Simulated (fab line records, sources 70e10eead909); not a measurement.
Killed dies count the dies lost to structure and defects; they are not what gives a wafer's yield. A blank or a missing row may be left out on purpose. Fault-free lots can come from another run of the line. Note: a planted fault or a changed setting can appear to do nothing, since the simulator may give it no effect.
Chamber matching :: flow nandHarc :: rieDiel-11 running NHARC_A_CONTACT_DESCUM_74: 4 sister chambers
The step chemistry O2, time 3 s. 4 wafers are shown with their chamber, then 8 later ones without.

## WAFERS, EACH WITH ITS CHAMBER
wafer: L081.3
chamber: 2
drypumpMotorCurrentA (A): 6.1

wafer: L081.6
chamber: 1
drypumpMotorCurrentA (A): 5.5

wafer: L088.6
chamber: 3
drypumpMotorCurrentA (A): 5.9

wafer: L090.2
chamber: 0
drypumpMotorCurrentA (A): 5.3

## WAFERS WITHOUT THEIR CHAMBER
wafer: L090.4
drypumpMotorCurrentA (A): 5.5

wafer: L090.5
drypumpMotorCurrentA (A): 5.9

wafer: L089.1
drypumpMotorCurrentA (A): 5.9

wafer: L089.3
drypumpMotorCurrentA (A): 5.3

wafer: L089.6
drypumpMotorCurrentA (A): 6.0

wafer: L097.1
drypumpMotorCurrentA (A): 5.9

wafer: L097.2
drypumpMotorCurrentA (A): 5.3

wafer: L097.6
drypumpMotorCurrentA (A): 6.1

## WHICH CHAMBER EACH ONE RAN IN
wafer: L090.4
from the rows above: 1
in truth: 1

wafer: L090.5
from the rows above: 3
in truth: 3

wafer: L089.1
from the rows above: 3
in truth: 3

wafer: L089.3
from the rows above: 0
in truth: 0

wafer: L089.6
from the rows above: can't be placed: 2 or 3
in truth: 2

wafer: L097.1
from the rows above: 3
in truth: 3

wafer: L097.2
from the rows above: 0
in truth: 0

wafer: L097.6
from the rows above: 2
in truth: 2
Correct placement for 7 of the 8. Cannot be placed on the basis of these rows: 1; the candidates contain the true chamber in 1. Wrongly placed: 0.
How it was worked out, from the rows above alone: a wafer's distance from a chamber is the root of the sum, over the readings, of the square of ((its reading less the chamber's mean) divided by the reading's scatter). If the next closest chamber is less than 2 further off than the closest, the wafer can't be placed; otherwise it belongs to the closest. A chamber's mean is the mean of its shown wafers. The scatter: with one shown wafer a chamber, the root of the mean of the squares of how far each hidden wafer lies from its nearest shown one.
